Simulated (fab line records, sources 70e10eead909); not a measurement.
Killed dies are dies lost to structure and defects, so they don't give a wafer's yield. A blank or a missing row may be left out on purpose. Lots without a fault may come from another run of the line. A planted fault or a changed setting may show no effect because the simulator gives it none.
Which tool did it? | flow nand_harc | 13 lots, 38 wafers sampled, at 5 steps of a route of 1159

WHAT THE GAUGES READ, wafer by wafer
NHARC_A_CONTACT_INSPECT_23. Usual: raw_defect_count 397, standard deviation 98.
lot  | measured     | on                | raw_defect_count | flag
L186 | day 17 12:05 | defect_inspect-02 | 275 351 321      |
L187 | day 17 14:58 | defect_inspect-01 | 361 305 424      |
L191 | day 17 21:16 | defect_inspect-02 | 243 317 243      |
L193 | day 19 04:13 | defect_inspect-01 | 321 373 324      |
L195 | day 19 17:55 | defect_inspect-02 | 392 402          |
L197 | day 20 05:31 | defect_inspect-01 | 389 429 427      |
L199 | day 20 10:35 | defect_inspect-02 | 371 399 340      |
L198 | day 21 02:31 | defect_inspect-02 | 329 380 435      |
L205 | day 21 15:22 | defect_inspect-01 | 528 270 322      |
L204 | day 21 16:32 | defect_inspect-01 | 617 350 427      |
L207 | day 23 08:56 | defect_inspect-01 | 353 523 468      |
L208 | day 23 09:41 | defect_inspect-01 | 434 395 630      |
L209 | day 23 10:25 | defect_inspect-02 | 338 430 480      |

NHARC_END_SORT_01. Usual: killed_at_array 28, standard deviation 8.6; killed_at_other 0.7, standard deviation 1.2; killed_at_periphery 3.1, standard deviation 2.3; killed_dies 32, standard deviation 8.7; killed_open 3.2, standard deviation 1.7; killed_short 2.0, standard deviation 1.5.
lot  | measured     | on        | killed_at_array | killed_at_other | killed_at_periphery | killed_dies | killed_open | killed_short | flag
L195 | day 21 13:43 | prober-01 | 647 641         | 0 0             | 0 3                 | 647 644     | 2 4         | 0 2          | OFF
L197 | day 22 05:23 | prober-01 | 647 622 48      | 0 0 0           | 1 0 3               | 648 622 51  | 3 1 2       | 1 0 3        | OFF

WHICH TOOL RAN EACH LOT (tool, then ch and the chambers of the sampled wafers, then the start)
lot  | NHARC_A_CONTACT_ETCH_137             | NHARC_A_CONTACT_ETCH_110           | NHARC_A_CONTACT_ALD_18
L186 | har_cap_etch-01 ch 0,1, day 17 01:59 | rie_diel-02 ch 1,3, day 17 03:08   | ald_metal-03 ch 0,2, day 17 03:46
L187 | har_cap_etch-03 ch 0,1, day 17 11:32 | rie_diel-08 ch 1,2,3, day 17 12:49 | ald_metal-04 ch 0,1,2, day 17 13:28
L191 | har_cap_etch-02 ch 0, day 17 16:43   | rie_diel-02 ch 1,3, day 17 17:56   | ald_metal-03 ch 0,1, day 17 18:39
L193 | har_cap_etch-02 ch 0,1, day 18 21:39 | rie_diel-02 ch 0,1,2, day 18 22:49 | ald_metal-02 ch 0,1,2, day 18 23:28
L195 | har_cap_etch-03 ch 0,1, day 19 09:20 | rie_diel-02 ch 1,3, day 19 10:43   | ald_metal-04 ch 0,2, day 19 11:22
L197 | har_cap_etch-02 ch 0,1, day 19 22:09 | rie_diel-02 ch 0,2,3, day 19 23:17 | ald_metal-04 ch 0,2, day 19 23:57
L199 | har_cap_etch-01 ch 0,1, day 20 03:57 | rie_diel-08 ch 0,2,3, day 20 05:07 | ald_metal-03 ch 0,3, day 20 05:46
L198 | har_cap_etch-03 ch 0,1, day 20 19:45 | rie_diel-08 ch 0,1,2, day 20 21:14 | ald_metal-03 ch 0,1,3, day 20 21:59
L205 | har_cap_etch-01 ch 0,1, day 21 10:17 | rie_diel-08 ch 1,2, day 21 11:31   | ald_metal-03 ch 0,3, day 21 12:12
L204 | har_cap_etch-03 ch 1, day 21 11:04   | rie_diel-04 ch 1,3, day 21 12:13   | ald_metal-04 ch 0,3, day 21 12:55
L207 | har_cap_etch-01 ch 0,1, day 22 19:26 | rie_diel-08 ch 0,2, day 22 21:59   | ald_metal-02 ch 0,2,3, day 22 22:42
L208 | har_cap_etch-03 ch 0,1, day 22 23:22 | rie_diel-04 ch 1,3, day 23 01:04   | ald_metal-03 ch 0,1,2, day 23 01:55
L209 | har_cap_etch-02 ch 0,1, day 23 04:00 | rie_diel-02 ch 1,2, day 23 05:21   | ald_metal-02 ch 0,2,3, day 23 06:05
- NHARC_A_CONTACT_ETCH_137: etches the open film in C4F8/O2/Ar, time 132 s, target depth 1287 nm.
- NHARC_A_CONTACT_ETCH_110: etches the open film in CF4/O2, target depth 50 nm, overetch 5 nm, time 27.5 s.
- NHARC_A_CONTACT_ALD_18: deposits TiN, target thk 3 nm, pulse time 1 s, ald cycles 150.

WHAT THE TOOLS THEMSELVES READ (means of the sampled wafers that have a number; where no wafer has one, the mark that the record gives instead)
NHARC_A_CONTACT_ETCH_110. Usual: cf4_flow_sccm 80.01 sccm, standard deviation 0.23; drypump_motor_current_A 5.6 A, standard deviation 0.34; oes_product_au 1.000 a.u., standard deviation 0.0083; rf_fwd_power_W 294.4 W, standard deviation 1.8; rf_vpp_V 198.3 V, standard deviation 1.1; showerhead_plenum_p_Torr 1.35 Torr, standard deviation 0.036; throttle_valve_pct 13.397 %, standard deviation 0.0086.
lot  | tool        | cf4_flow_sccm (sccm) | drypump_motor_current_A (A) | oes_product_au (a.u.) | rf_fwd_power_W (W) | rf_vpp_V (V) | showerhead_plenum_p_Torr (Torr) | throttle_valve_pct (%) | flag
L186 | rie_diel-02 | 79.80                | 5.4                         | 0.998                 | 293.4              | 199.1        | 1.38                            | 13.402                 |
L187 | rie_diel-08 | 80.07                | 5.8                         | 1.004                 | 293.8              | 198.4        | 1.39                            | 13.396                 |
L191 | rie_diel-02 | 79.93                | 5.4                         | 1.003                 | 293.5              | 198.7        | 1.38                            | 13.396                 |
L193 | rie_diel-02 | 80.06                | 5.7                         | 0.998                 | 295.0              | 196.9        | 1.34                            | 13.387                 |
L195 | rie_diel-02 | 79.93                | 5.3                         | 0.923                 | 294.7              | 198.2        | 1.38                            | 13.400                 | OFF
L197 | rie_diel-02 | 80.06                | 5.5                         | 0.954                 | 294.7              | 197.2        | 1.33                            | 13.400                 | OFF
L199 | rie_diel-08 | 79.86                | 5.6                         | 1.010                 | 293.5              | 197.7        | 1.35                            | 13.391                 |
L198 | rie_diel-08 | 79.91                | 5.5                         | 1.004                 | 294.1              | 198.7        | 1.36                            | 13.401                 |
L205 | rie_diel-08 | 80.06                | 5.6                         | 0.996                 | 293.5              | 199.4        | 1.39                            | 13.400                 |
L204 | rie_diel-04 | 80.08                | 5.7                         | 1.005                 | 295.4              | 197.8        | 1.33                            | 13.398                 |
L207 | rie_diel-08 | 79.91                | 5.4                         | 1.004                 | 294.2              | 198.3        | 1.36                            | 13.401                 |
L208 | rie_diel-04 | 79.93                | 5.7                         | 0.993                 | 295.4              | 199.5        | 1.34                            | 13.398                 |
L209 | rie_diel-02 | 80.21                | 5.7                         | 0.999                 | 293.8              | 199.1        | 1.36                            | 13.394                 |

NHARC_A_CONTACT_ALD_18. Usual: heater_power_w 1008 W, standard deviation 81; precursor_pulse_height_rel 1.001, standard deviation 0.021.
lot  | tool         | heater_power_w (W) | precursor_pulse_height_rel | flag
L186 | ald_metal-03 | 949                | 0.986                      |
L187 | ald_metal-04 | 1006               | 0.999                      |
L191 | ald_metal-03 | 1118               | 1.016                      |
L193 | ald_metal-02 | 1024               | 1.011                      |
L195 | ald_metal-04 | 962                | 0.995                      |
L197 | ald_metal-04 | 940                | 0.992                      |
L199 | ald_metal-03 | 1049               | 0.998                      |
L198 | ald_metal-03 | 1077               | 0.993                      |
L205 | ald_metal-03 | 1039               | 0.996                      |
L204 | ald_metal-04 | 991                | 1.010                      |
L207 | ald_metal-02 | 1063               | 1.002                      |
L208 | ald_metal-03 | 996                | 1.015                      |
L209 | ald_metal-02 | 1064               | 0.995                      |

THE ANSWER, worked out from the rows above alone
Rule: a lot is off if the mean of its wafers that have a number lies more than 3 standard deviations from the usual mean. A lot without any number at a reading at which 4 lots or more have one is off too. The other lots that the step has rows for count as sound. The gauges are gone through in route order, then the tools' own readings, and for those a lot's mean is taken as printed above. The first step at which some lot is off is used, and at that step the reading that is off furthest; a lot without a number counts as furthest.
Off: L195, L197, at NHARC_END_SORT_01 (killed_at_array). Neither off nor sound, because the step has no rows for them: L186, L187, L191, L193, L199, L198, L205, L204, L207, L208, L209.
A tool fits if, at a process step before that reading, it ran every lot that is off, and no sound lot after the first of them. The gauges at NHARC_END_SORT_01 aren't tried: what is off there is off at NHARC_A_CONTACT_ETCH_110 too, on other tools, and a gauge's error can't cause that. Can't be told from this: 2 tools fit, rie_diel-02 at NHARC_A_CONTACT_ETCH_110, ald_metal-04 at NHARC_A_CONTACT_ALD_18.

WHAT THE SIMULATOR HAD PUT IN
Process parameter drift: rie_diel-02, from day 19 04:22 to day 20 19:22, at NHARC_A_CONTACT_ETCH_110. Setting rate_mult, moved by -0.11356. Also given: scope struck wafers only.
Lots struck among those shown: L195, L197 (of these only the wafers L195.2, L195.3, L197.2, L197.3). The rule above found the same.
